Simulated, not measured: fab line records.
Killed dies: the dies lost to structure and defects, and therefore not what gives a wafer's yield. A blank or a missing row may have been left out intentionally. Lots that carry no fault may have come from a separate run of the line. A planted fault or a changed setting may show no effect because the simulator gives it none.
fab line records	flow n5Finfet
record: lots: 7	wafers: 21
route steps=1938 shown MOL_CONTACT_COAG@594 BEOL_M0_SAQP@636 BEOL_M2@879 BEOL_M3@936
startH: hours from the record's opening day to when the first of the lot's shown wafers began	waitH: hours elapsed since this lot's preceding step	" the same as in the row above	L1.1+2: a single row standing in for several wafers	- either no value or no given start	* or withheld: withheld	< > ~ a bound
route shown NAME@n: names a module that has steps shown in the file, with the first one's number in the route	usual: mean/standard deviation of fault-free wafers	same: alike in all rows	chamber/n: place in a boat	sites: the reading at each site	_std_site: standard deviation of those values	_edge_site: the outer-site mean with the inner-site mean subtracted	radiusMm: how far each site lies from the wafer's centre	mask NAME#n: copy n	behind: the tool/chamber that last shaped the wafer	hold: reason for holding the lot/hours on hold/outcome of the hold	device: the transistor (n, p or np) that didn't switch	end of line: tests run on the same wafers once the route is complete	a step with no rows: only its recipe	killed: dies lost to structure and defects at the first sort, not the wafer's yield	map: a wafer's dies, x killed, . not, _ none there
set.NAME: the setting that was run; set.NAME@STEP: the one run at that earlier step	model.NAME: the simulator's own value behind a step, which no gauge read
one table per step and one row per wafer, for lots whose settings were changed on purpose
== steps ==
step: N5_MOL_CONTACT_COAG_COAT_63
recipe: resist: SiARC	tempC: 220	timeS: 60	spinRpm: 1500	resistThkNm: 10
lot.wafer	tool	chamber	startH	waitH	set.spinRpm	model.SiARC_of_MOL_CONTACT_COAG_COAT_63.thkNm
L076.1+4	lithoTrack-01	0	-	-	1567	9.8
L076.5	"	0	"	"	1500	10
L077.1+4	lithoTrack-01	0	-	-	1346	10.6
L077.2	"	0	"	"	1500	10
L079.3+5	lithoTrack-04	0	-	-	1577	9.8
L079.4	"	0	"	"	1500	10
L089.2	lithoTrack-01	0	-	-	1607	9.6
L089.3+6	"	0	"	"	1500	10
L090.1	lithoTrack-01	0	-	-	1388	10.4
L090.4+5	"	0	"	"	1500	10
L091.3+5+6	lithoTrack-01	0	-	-	1500	10
L093.1	lithoTrack-04	0	-	-	1500	10
L093.2+3	"	0	"	"	1640	9.6
step: N5_MOL_CONTACT_COAG_COAT_64
recipe: resist: underlayer	tempC: 205	timeS: 60	spinRpm: 1500	resistThkNm: 10
step: N5_MOL_CONTACT_COAG_COAT_34
recipe: resist: CAR-EUV	spinRpm: 1500	resistThkNm: 40
step: N5_MOL_CONTACT_COAG_DESCUM_45
recipe: chemistry: O2	timeS: 7	sourcePowerW: 50	biasPowerW: 20	pressureMtorr: 20	rfFrequencyHz: 2.712e+07	tempC: 40	resist: CAR-EUV	o2FlowSccm: 225
step: N5_MOL_CONTACT_COAG_ETCH_65
recipe: chemistry: N2/H2	target: underlayer	targetDepthA: 130	maskMaterial: CAR-EUV	timeS: 10.4	ionEnergyEv: 200	pressureMtorr: 30	sourceW: 840	biasW: 150	n2FlowSccm: 200	h2FlowSccm: 200	ends: cleared
step: N5_MOL_CONTACT_COAG_ETCH_66
recipe: chemistry: CF4	target: SiARC	targetDepthA: 130	maskMaterial: CAR-EUV	timeS: 21.7	ionEnergyEv: 80	pressureMtorr: 40	sourceW: 545	biasW: 36	Ar_flow_sccm: 100	cf4FlowSccm: 100	ends: cleared
lot.wafer	tool	chamber	startH	waitH	set.spinRpm@MOL_CONTACT_COAG_COAT_63	model.etch.depthNm
L076.1	rieDiel-06	2	118.34	0.0	1567	9.791
L076.4	"	3	"	"	1567	9.786
L076.5	"	0	"	"	1500	9.97
L077.1	rieDiel-02	3	121.94	0.0	1346	10.54
L077.2	"	1	"	"	1500	9.956
L077.4	"	3	"	"	1346	10.57
L079.3	rieDiel-02	1	131.14	0.0	1577	9.807
L079.4	"	3	"	"	1500	10.04
L079.5	"	1	"	"	1577	9.806
L089.2	rieDiel-03	1	191.94	0.0	1607	9.645
L089.3	"	3	"	"	1500	9.97
L089.6	"	1	"	"	1500	9.966
L090.1	rieDiel-03	1	195.54	0.0	1388	10.35
L090.4	"	2	"	"	1500	9.957
L090.5	"	0	"	"	1500	9.96
L091.3+6	rieDiel-06	0,1	201.88	0.0	1500	10.03
L091.5	"	2	"	"	1500	10.01
L093.1	rieDiel-03	0	213.47	0.0	1500	9.993
L093.2	"	2	"	"	1640	9.567
L093.3	"	1	"	"	1640	9.574
step: N5_MOL_CONTACT_COAG_ALD_133
recipe: material: SiO2	targetThkA: 50	tempC: 100	aldPrecursorFamily: BDEAS	aldCoReactant: O2-plasma	pulseTimeS: 1	coReactantPulseTimeS: 1	purgeTimeS: 2	coReactantPurgeTimeS: 2	aldCycles: 35	pressureTorr: 2
step: N5_MOL_CONTACT_COAG_ETCHBACK_134
recipe: chemistry: CHF3	target: SiO2	targetDepthA: 100	timeS: 6.7	ionEnergyEv: 200	pressureMtorr: 30	sourceW: 610	biasW: 170	Ar_flow_sccm: 200	CHF3_flow_sccm: 50
step: N5_MOL_CONTACT_COAG_ETCH_67
recipe: chemistry: N2/H2	target: SOC	targetDepthA: 600	overetchA: 210	maskMaterial: SiARC	tempC: 40	timeS: 101.2	ionEnergyEv: 200	pressureMtorr: 30	sourceW: 840	biasW: 150	n2FlowSccm: 200	h2FlowSccm: 200
lot.wafer	tool	chamber	startH	waitH	set.spinRpm@MOL_CONTACT_COAG_COAT_63	model.SiARC_of_MOL_CONTACT_COAG_COAT_63.thkNm
L076.1	rieDiel-02	1	119.10	0.0	1567	5.8
L076.4	"	3	"	"	1567	5.6
L076.5	"	1	"	"	1500	6
L077.1	rieDiel-02	2	122.25	0.0	1346	6.4
L077.2	"	1	"	"	1500	6
L077.4	"	1	"	"	1346	6.6
L079.3	rieDiel-06	2	131.43	0.0	1577	5.6
L079.4	"	1	"	"	1500	5.8
L079.5	"	3	"	"	1577	5.8
L089.2	rieDiel-03	0	192.64	0.0	1607	5.2
L089.3+6	"	1,0	"	"	1500	5.6
L090.1	rieDiel-02	1	195.84	0.0	1388	6.4
L090.4	"	2	"	"	1500	5.8
L090.5	"	0	"	"	1500	5.6
L091.3+6	rieDiel-06	2,3	202.17	0.0	1500	6
L091.5	"	2	"	"	1500	5.8
L093.1	rieDiel-03	2	213.77	0.0	1500	6
L093.2	"	0	"	"	1640	5.2
L093.3	"	3	"	"	1640	5.4
step: N5_BEOL_M0_SAQP_PECVD_96
recipe: material: a-Si	targetThkA: 450	tempC: 350	precursor: SiH4/He	pressureTorr: 3	rfW: 100	timeS: 45.2
lot.wafer	tool	chamber	startH	waitH	set.timeS	model.a-Si_of_BEOL_M0_SAQP_PECVD_96.thkNm
L076.1	pecvd-04	0	126.22	0.0	45.2	44.8
L076.4	"	1	"	"	47.76	47.8
L076.5	"	1	"	"	45.2	45.2
L077.1	pecvd-03	1	128.07	0.0	42.3	42
L077.2	"	0	"	"	42.3	42.2
L077.4	"	0	"	"	42.3	43
L079.3	pecvd-03	0	137.75	0.0	45.2	44.8
L079.4	"	2	"	"	45.2	45.4
L079.5	"	0	"	"	45.2	46
L089.2	pecvd-03	2	198.95	0.0	49.02	48
L089.3	"	0	"	"	45.2	45.2
L089.6	"	2	"	"	45.2	44.6
L090.1	pecvd-01	0	202.56	0.0	45.2	45
L090.4	"	1	"	"	45.2	46
L090.5	"	1	"	"	45.2	45.8
L091.3	pecvd-04	0	208.57	0.0	45.2	45.8
L091.5	"	2	"	"	45.2	46.4
L091.6	"	0	"	"	45.2	46.2
L093.1	pecvd-03	1	220.52	0.0	45.2	45
L093.2+3	"	2,0	"	"	45.2	44.4
step: N5_BEOL_M0_SAQP_EXPOSE_11
recipe: maskId: M0_CORE	na: 1.35	sourceShape: dipole	sigmaInner: 0.538	sigmaOuter: 0.738	polarization: te	targetCdNm: 42	doseMj: 55
lot.wafer	tool	chamber	startH	waitH	mask	set.doseMj
L076.1	arfiScanner-02	0	126.70	-	M0_CORE#0	55
L076.4+5	"	0	"	"	M0_CORE#0	51.06
L077.1	arfiScanner-02	0	128.50	-	M0_CORE#0	55
L077.2+4	"	0	"	"	M0_CORE#0	51.78
L079.3	arfiScanner-01	0	138.33	-	M0_CORE#0	55
L079.4+5	"	0	"	"	M0_CORE#0	52.9
L089.2+3+6	arfiScanner-01	0	199.49	-	M0_CORE#0	55
L090.1+5	arfiScanner-01	0	203.07	-	M0_CORE#0	58.37
L090.4	"	0	"	"	M0_CORE#0	55
L091.3+5+6	arfiScanner-02	0	209.14	-	M0_CORE#0	55
L093.1+2	arfiScanner-03	0	221.08	-	M0_CORE#0	53.47
L093.3	"	0	"	"	M0_CORE#0	55
step: N5_BEOL_M0_SAQP_PEB_12
recipe: pebTempC: withheld	pebTimeS: 60	resist: CAR-ArF
step: N5_BEOL_M0_SAQP_DEVELOP_13
recipe: developTimeS: 30	developer: TMAH	resist: CAR-ArF	devTempC: 23	rinseLiquid: diw	dry: airSpin
step: N5_BEOL_M0_SAQP_CD_MEAS_14
recipe: targetCdNm: 42.5	landingEnergyEv: 500	detector: seInlens
usual: cdNm: 42.6/0.34
lot.wafer	tool	chamber	startH	waitH	set.doseMj@BEOL_M0_SAQP_EXPOSE_11	cdNm
L076.1	cdSem-01	0	126.83	-	55	42.5
L076.4	"	0	"	"	51.06	45.3
L076.5	"	0	"	"	51.06	45.4
L077.1	cdSem-02	0	128.63	-	55	42.0
L077.2	"	0	"	"	51.78	44.6
L077.4	"	0	"	"	51.78	44.3
L079.3	cdSem-02	0	138.45	-	55	42.8
L079.4	"	0	"	"	52.9	43.6
L079.5	"	0	"	"	52.9	43.9
L089.2	cdSem-02	0	199.61	-	55	43.0
L089.3	"	0	"	"	55	43.2
L089.6	"	0	"	"	55	41.8
L090.1	cdSem-03	0	203.20	-	58.37	40.6
L090.4	"	0	"	"	55	42.5
L090.5	"	0	"	"	58.37	40.8
L091.3	cdSem-03	0	209.26	-	55	43.0
L091.5	"	0	"	"	55	42.7
L091.6	"	0	"	"	55	42.6
L093.1	cdSem-03	0	221.20	-	53.47	43.0
L093.2	"	0	"	"	53.47	43.1
L093.3	"	0	"	"	55	42.3
step: N5_BEOL_M0_SAQP_ETCH_101
recipe: chemistry: CH3F/O2	target: SiNx	maskMaterial: SiO2	targetDepthA: 299	timeS: 42.7	pressureMtorr: 30	sourceW: 395	biasW: 73	Ar_flow_sccm: 150	CH3F_flow_sccm: 30	O2_flow_sccm: 20	ionEnergyEv: 120
step: N5_BEOL_M0_SAQP_ETCH_102
recipe: chemistry: CF4	target: SiO2	targetDepthA: 40	ionEnergyEv: 350	timeS: 4.4	pressureMtorr: 10	icpW: 800	biasW: 400	cf4FlowSccm: 80
step: N5_BEOL_M0_SAQP_MANDREL_ETCH_103
recipe: chemistry: HBr/Cl2	target: a-Si	targetDepthA: 450	btTimeS: 10	stopOn: SiCN	maskMaterial: SiO2	overEtchFrac: 0.8	timeS: 27	pressureMtorr: 10	icpW: 800	biasW: 75	HBr_flow_sccm: 150	Cl2_flow_sccm: 80	ends: endPoint
lot.wafer	tool	chamber	startH	waitH	set.timeS@BEOL_M0_SAQP_PECVD_96	model.etch.depthNm
L076.1	rieSi-04	1	129.01	0.0	45.2	44.83
L076.4	"	0	"	"	47.76	47.81
L076.5	"	2	"	"	45.2	45.2
L077.1	rieSi-03	0	130.51	0.0	42.3	42.06
L077.2	"	2	"	"	42.3	42.1
L077.4	"	1	"	"	42.3	42.94
L079.3	rieSi-04	0	141.85	0.0	45.2	44.77
L079.4	"	1	"	"	45.2	45.35
L079.5	"	2	"	"	45.2	45.99
L089.2	rieSi-03	0	201.57	0.0	49.02	47.93
L089.3	"	1	"	"	45.2	45.13
L089.6	"	3	"	"	45.2	44.65
L090.1	rieSi-03	0	205.96	0.0	45.2	45.1
L090.4	"	3	"	"	45.2	45.9
L090.5	"	0	"	"	45.2	45.82
L091.3	rieSi-04	3	211.56	0.0	45.2	45.88
L091.5	"	3	"	"	45.2	46.46
L091.6	"	0	"	"	45.2	46.11
L093.1	rieSi-05	3	223.03	0.0	45.2	44.9
L093.2	"	0	"	"	45.2	44.35
L093.3	"	1	"	"	45.2	44.5
step: N5_BEOL_M0_SAQP_ETCH_107
recipe: chemistry: CH3F/O2	target: SiNx	targetDepthA: 300	maskMaterial: SOC	pressureMtorr: 30	sourceW: 395	biasW: 73	Ar_flow_sccm: 150	CH3F_flow_sccm: 30	O2_flow_sccm: 20	ionEnergyEv: 120
usual: rfVppV: 294/5
lot.wafer	tool	chamber	startH	waitH	set.biasW	rfVppV	model.BEOL_M0_SAQP.featureDepthNm
L076.1	rieDiel-05	1	129.96	0.0	73	298	30.6
L076.4	"	3	"	"	73	289	30.2
L076.5	"	2	"	"	82.65	323	32
L077.1	rieDiel-04	3	131.46	0.0	73	302	29.8
L077.2	"	0	"	"	73	301	30
L077.4	"	2	"	"	73	283	29.8
L079.3	rieDiel-05	1	142.80	0.0	73	295	30.6
L079.4	"	3	"	"	73	292	30.4
L079.5	"	3	"	"	73	293	30.2
L089.2	rieDiel-04	2	202.16	0.0	73	284	29.6
L089.3	"	3	"	"	80.68	325	31
L089.6	"	0	"	"	73	301	30
L090.1	rieDiel-04	3	206.55	0.0	60.55	257	28
L090.4	"	0	"	"	73	301	30
L090.5	"	2	"	"	60.55	244	28
L091.3	rieDiel-05	1	212.20	0.0	73	296	30.2
L091.5	"	1	"	"	73	298	30.2
L091.6	"	2	"	"	73	292	30.4
L093.1	rieDiel-05	3	223.78	0.0	73	294	30.2
L093.2	"	2	"	"	59.87	249	28.2
L093.3	"	1	"	"	59.87	252	28.6
step: N5_BEOL_M2_DESCUM_33
recipe: chemistry: O2	timeS: 7	sourcePowerW: 50	biasPowerW: 20	pressureMtorr: 20	rfFrequencyHz: 2.712e+07	tempC: 40	resist: CAR-EUV	o2FlowSccm: 225
lot.wafer	tool	chamber	startH	waitH	set.timeS	model.CAR-EUV_of_BEOL_M2_COAT_22.thkNm
L076.1	rieDiel-02	2	158.07	0.0	7	26.2
L076.4	"	1	"	"	6.17	26.6
L076.5	"	0	"	"	6.17	26.8
L077.1+2+4	rieDiel-02	2,0,3	163.17	0.5	7	26
L079.3	rieDiel-02	3	163.64	0.0	7.502	25.8
L079.4+5	"	2	"	"	7	26.2
L089.2	rieDiel-06	0	251.38	0.5	7	26.2
L089.3+6	"	3,1	"	"	6.162	26.6
L090.1	rieDiel-02	2	253.32	0.0	7.409	26
L090.4	"	1	"	"	7	26.2
L090.5	"	1	"	"	7	26
L091.3	rieDiel-06	1	256.55	0.0	7	26
L091.5+6	"	3,2	"	"	7	26.2
L093.1	rieDiel-06	0	263.06	0.0	7	26.2
L093.2	"	1	"	"	6.092	26.6
L093.3	"	3	"	"	7	26
step: N5_BEOL_M2_ETCH_77
recipe: chemistry: N2/H2	target: underlayer	targetDepthA: 65	maskMaterial: CAR-EUV	timeS: 5.2	ionEnergyEv: 200	pressureMtorr: 30	sourceW: 840	biasW: 150	n2FlowSccm: 200	h2FlowSccm: 200	ends: cleared
lot.wafer	tool	chamber	startH	waitH	set.timeS@BEOL_M2_DESCUM_33	model.CAR-EUV_of_BEOL_M2_COAT_22.thkNm
L076.1	rieDiel-02	2	158.10	0.0	7	20.4
L076.4	"	1	"	"	6.17	20.8
L076.5	"	0	"	"	6.17	21
L077.1	rieDiel-02	2	163.20	0.0	7	20.2
L077.2+4	"	0,3	"	"	7	20.4
L079.3	rieDiel-02	3	163.67	0.0	7.502	20
L079.4+5	"	2	"	"	7	20.4
L089.2	rieDiel-06	0	251.41	0.0	7	20.6
L089.3	"	3	"	"	6.162	21
L089.6	"	1	"	"	6.162	20.8
L090.1	rieDiel-02	2	253.35	0.0	7.409	20.2
L090.4	"	1	"	"	7	20.4
L090.5	"	1	"	"	7	20.2
L091.3+6	rieDiel-06	1,2	256.58	0.0	7	20.4
L091.5	"	3	"	"	7	20.6
L093.1+3	rieDiel-06	0,3	263.10	0.0	7	20.4
L093.2	"	1	"	"	6.092	20.8
step: N5_BEOL_M2_ETCH_69
recipe: chemistry: CF4	target: SiARC	targetDepthA: 156	maskMaterial: CAR-EUV	timeS: 26	ionEnergyEv: 80	pressureMtorr: 40	sourceW: 545	biasW: 36	Ar_flow_sccm: 100	cf4FlowSccm: 100	ends: cleared
lot.wafer	tool	chamber	startH	waitH	set.timeS@BEOL_M2_DESCUM_33	model.CAR-EUV_of_BEOL_M2_COAT_22.thkNm
L076.1	rieDiel-02	2	158.12	0.0	7	11.2
L076.4	"	1	"	"	6.17	11.6
L076.5	"	0	"	"	6.17	11.8
L077.1	rieDiel-02	2	163.22	0.0	7	11
L077.2+4	"	0,3	"	"	7	11.2
L079.3	rieDiel-02	3	163.69	0.0	7.502	10.8
L079.4+5	"	2	"	"	7	11.2
L089.2	rieDiel-06	0	251.43	0.0	7	11.4
L089.3	"	3	"	"	6.162	11.8
L089.6	"	1	"	"	6.162	11.6
L090.1	rieDiel-02	2	253.37	0.0	7.409	10.8
L090.4	"	1	"	"	7	11.2
L090.5	"	1	"	"	7	11
L091.3	rieDiel-06	1	256.60	0.0	7	11
L091.5+6	"	3,2	"	"	7	11.2
L093.1+3	rieDiel-06	0,3	263.11	0.0	7	11.2
L093.2	"	1	"	"	6.092	11.6
step: N5_BEOL_M2_TRENCH_ETCH_37
recipe: chemistry: C4F6/O2	targetDepthA: 555.55	target: SiOC	timeS: 29.2	ionEnergyEv: 250	pressureMtorr: 30	sourceW: 355	biasW: 185	Ar_flow_sccm: 300	C4F6_flow_sccm: 10	O2_flow_sccm: 10
usual: rfVppV: 663/12
lot.wafer	tool	chamber	startH	waitH	set.sourceW	rfVppV
L076.1	rieDiel-03	1	-	-	382.6	640
L076.4	"	1	"	"	355	665
L076.5	"	3	"	"	382.6	644
L077.1	rieDiel-03	3	-	-	355	667
L077.2	"	1	"	"	355	664
L077.4	"	2	"	"	355	642
L079.3	rieDiel-03	1	-	-	404.9	622
L079.4	"	2	"	"	404.9	601
L079.5	"	3	"	"	355	667
L089.2	rieDiel-06	3	-	-	355	673
L089.3	"	1	"	"	355	651
L089.6	"	3	"	"	355	672
L090.1	rieDiel-03	0	-	-	309.6	708
L090.4	"	2	"	"	355	644
L090.5	"	1	"	"	355	663
L091.3	rieDiel-03	0	-	-	355	659
L091.5	"	0	"	"	355	661
L091.6	"	2	"	"	355	642
L093.1	rieDiel-02	1	-	-	355	659
L093.2	"	2	"	"	301	719
L093.3	"	3	"	"	301	712
step: N5_BEOL_M3_COAT_62
recipe: resist: SiARC	tempC: 220	timeS: 60	spinRpm: 1500	resistThkNm: 12
lot.wafer	tool	chamber	startH	waitH	set.spinRpm	model.SiARC_of_BEOL_M3_COAT_62.thkNm
L076.1+4+5	lithoTrack-03	0	-	-	1500	12
L077.1+2	lithoTrack-01	0	-	-	1418	12.4
L077.4	"	0	"	"	1500	12
L079.3+4+5	lithoTrack-04	0	-	-	1500	12
L089.2+3+6	lithoTrack-04	0	-	-	1500	12
L090.1	lithoTrack-04	0	-	-	1663	11.4
L090.4+5	"	0	"	"	1500	12
L091.3+5+6	lithoTrack-03	0	-	-	1500	12
L093.1+2	lithoTrack-04	0	-	-	1500	12
L093.3	"	0	"	"	1549	11.8
step: N5_BEOL_M3_COAT_73
recipe: resist: underlayer	tempC: 205	timeS: 60	spinRpm: 1500	resistThkNm: 5
lot.wafer	tool	chamber	startH	waitH	set.spinRpm
L076.1+4	lithoTrack-03	0	-	-	1594
L076.5	"	0	"	"	1500
L077.1+2+4	lithoTrack-01	0	-	-	1500
L079.3+5	lithoTrack-04	0	-	-	1432
L079.4	"	0	"	"	1500
L089.2+3	lithoTrack-04	0	-	-	1431
L089.6	"	0	"	"	1500
L090.1+4+5	lithoTrack-04	0	-	-	1500
L091.3+5+6	lithoTrack-03	0	-	-	1500
L093.1+3	lithoTrack-04	0	-	-	1500
L093.2	"	0	"	"	1347
step: N5_BEOL_M3_COAT_05
recipe: resist: CAR-EUV	spinRpm: 1500	resistThkNm: 30
step: N5_BEOL_M3_EBR_07
recipe: solvent: PGMEA	ebrWidthMm: 1.5
step: N5_BEOL_M3_DESCUM_16
recipe: chemistry: O2	timeS: 7	sourcePowerW: 50	biasPowerW: 20	pressureMtorr: 20	rfFrequencyHz: 2.712e+07	tempC: 40	resist: CAR-EUV	o2FlowSccm: 225
step: N5_BEOL_M3_ETCH_74
recipe: chemistry: N2/H2	target: underlayer	targetDepthA: 65	maskMaterial: CAR-EUV	timeS: 5.2	ionEnergyEv: 200	pressureMtorr: 30	sourceW: 840	biasW: 150	n2FlowSccm: 200	h2FlowSccm: 200	ends: cleared
lot.wafer	tool	chamber	startH	waitH	set.spinRpm@BEOL_M3_COAT_73	model.etch.depthNm
L076.1	rieDiel-04	3	175.34	0.0	1594	4.829
L076.4	"	0	"	"	1594	4.834
L076.5	"	0	"	"	1500	4.965
L077.1+2	rieDiel-01	0,1	178.33	0.0	1500	5.01
L077.4	"	2	"	"	1500	5.012
L079.3	rieDiel-05	1	187.65	0.0	1432	5.131
L079.4	"	0	"	"	1500	5
L079.5	"	1	"	"	1432	5.125
L089.2	rieDiel-05	1	262.49	0.0	1431	5.117
L089.3	"	2	"	"	1431	5.119
L089.6	"	0	"	"	1500	4.99
L090.1	rieDiel-01	0	263.77	0.0	1500	5.016
L090.4	"	0	"	"	1500	5.014
L090.5	"	1	"	"	1500	5.008
L091.3	rieDiel-04	0	269.02	0.0	1500	4.982
L091.5	"	0	"	"	1500	4.993
L091.6	"	3	"	"	1500	5
L093.1	rieDiel-01	0	275.49	0.0	1500	4.989
L093.2	"	3	"	"	1347	5.255
L093.3	"	1	"	"	1500	4.996
step: N5_BEOL_M3_ETCH_63
recipe: chemistry: CF4	target: SiARC	targetDepthA: 156	maskMaterial: CAR-EUV	timeS: 26	ionEnergyEv: 80	pressureMtorr: 40	sourceW: 545	biasW: 36	Ar_flow_sccm: 100	cf4FlowSccm: 100	ends: cleared
lot.wafer	tool	chamber	startH	waitH	set.spinRpm@BEOL_M3_COAT_62	model.CAR-EUV_of_BEOL_M3_COAT_05.thkNm	model.etch.depthNm
L076.1	rieDiel-04	3	175.36	0.0	1500	11.4	12.02
L076.4	"	0	"	"	1500	11.4	12.03
L076.5	"	0	"	"	1500	11.2	12
L077.1	rieDiel-01	0	178.35	0.0	1418	11	12.38
L077.2	"	1	"	"	1418	10.8	12.31
L077.4	"	2	"	"	1500	11.2	11.95
L079.3	rieDiel-05	1	187.66	0.0	1500	11	11.99
L079.4	"	0	"	"	1500	11	12.02
L079.5	"	1	"	"	1500	11	11.98
L089.2	rieDiel-05	1	262.51	0.0	1500	11.2	11.95
L089.3	"	2	"	"	1500	11.2	11.97
L089.6	"	0	"	"	1500	11.4	11.95
L090.1	rieDiel-01	0	263.78	0.0	1663	11.8	11.4
L090.4	"	0	"	"	1500	11.2	12.04
L090.5	"	1	"	"	1500	11.2	12.03
L091.3	rieDiel-04	0	269.04	0.0	1500	11.2	11.96
L091.5	"	0	"	"	1500	11.2	11.97
L091.6	"	3	"	"	1500	11.2	11.98
L093.1	rieDiel-01	0	275.50	0.0	1500	11.2	11.97
L093.2	"	3	"	"	1500	11	11.98
L093.3	"	1	"	"	1549	11.4	11.82
== key ==
split: step: N5_MOL_CONTACT_COAG_COAT_63	setting: spinRpm	stated: 1500	by: wafer
response: step: N5_MOL_CONTACT_COAG_COAT_63	reading: model.SiARC_of_MOL_CONTACT_COAG_COAT_63.thkNm	change: -0.0511	per: 1%	r: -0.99
response: step: N5_MOL_CONTACT_COAG_ETCH_66	reading: model.etch.depthNm	change: -0.0503	per: 1%	r: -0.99
response: step: N5_MOL_CONTACT_COAG_ETCH_67	reading: model.SiARC_of_MOL_CONTACT_COAG_COAT_63.thkNm	change: -0.0625	per: 1%	r: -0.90
split: step: N5_BEOL_M0_SAQP_PECVD_96	setting: timeS	stated: 45.2	by: wafer
response: step: N5_BEOL_M0_SAQP_PECVD_96	reading: model.a-Si_of_BEOL_M0_SAQP_PECVD_96.thkNm	change: +0.406	per: 1%	r: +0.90
response: step: N5_BEOL_M0_SAQP_MANDREL_ETCH_103	reading: model.etch.depthNm	change: +0.401	per: 1%	r: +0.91
split: step: N5_BEOL_M0_SAQP_EXPOSE_11	setting: doseMj	stated: 55	by: wafer
response: step: N5_BEOL_M0_SAQP_CD_MEAS_14	reading: cdNm	change: -0.357	per: 1%	r: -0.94
split: step: N5_BEOL_M0_SAQP_ETCH_107	setting: biasW	stated: 73	by: wafer
response: step: N5_BEOL_M0_SAQP_ETCH_107	reading: rfVppV	change: +2.61	per: 1%	r: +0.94
response: step: N5_BEOL_M0_SAQP_ETCH_107	reading: model.BEOL_M0_SAQP.featureDepthNm	change: +0.111	per: 1%	r: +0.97
split: step: N5_BEOL_M2_DESCUM_33	setting: timeS	stated: 7	by: wafer
response: step: N5_BEOL_M2_DESCUM_33	reading: model.CAR-EUV_of_BEOL_M2_COAT_22.thkNm	change: -0.0384	per: 1%	r: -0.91
response: step: N5_BEOL_M2_ETCH_77	reading: model.CAR-EUV_of_BEOL_M2_COAT_22.thkNm	change: -0.0338	per: 1%	r: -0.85
response: step: N5_BEOL_M2_ETCH_69	reading: model.CAR-EUV_of_BEOL_M2_COAT_22.thkNm	change: -0.0359	per: 1%	r: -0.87
split: step: N5_BEOL_M2_TRENCH_ETCH_37	setting: sourceW	stated: 355	by: wafer
response: step: N5_BEOL_M2_TRENCH_ETCH_37	reading: rfVppV	change: -3.87	per: 1%	r: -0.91
split: step: N5_BEOL_M3_COAT_62	setting: spinRpm	stated: 1500	by: wafer
response: step: N5_BEOL_M3_COAT_62	reading: model.SiARC_of_BEOL_M3_COAT_62.thkNm	change: -0.059	per: 1%	r: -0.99
response: step: N5_BEOL_M3_ETCH_63	reading: model.CAR-EUV_of_BEOL_M3_COAT_05.thkNm	change: +0.0576	per: 1%	r: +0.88
response: step: N5_BEOL_M3_ETCH_63	reading: model.etch.depthNm	change: -0.0602	per: 1%	r: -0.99
split: step: N5_BEOL_M3_COAT_73	setting: spinRpm	stated: 1500	by: wafer
response: step: N5_BEOL_M3_ETCH_74	reading: model.etch.depthNm	change: -0.0253	per: 1%	r: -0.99
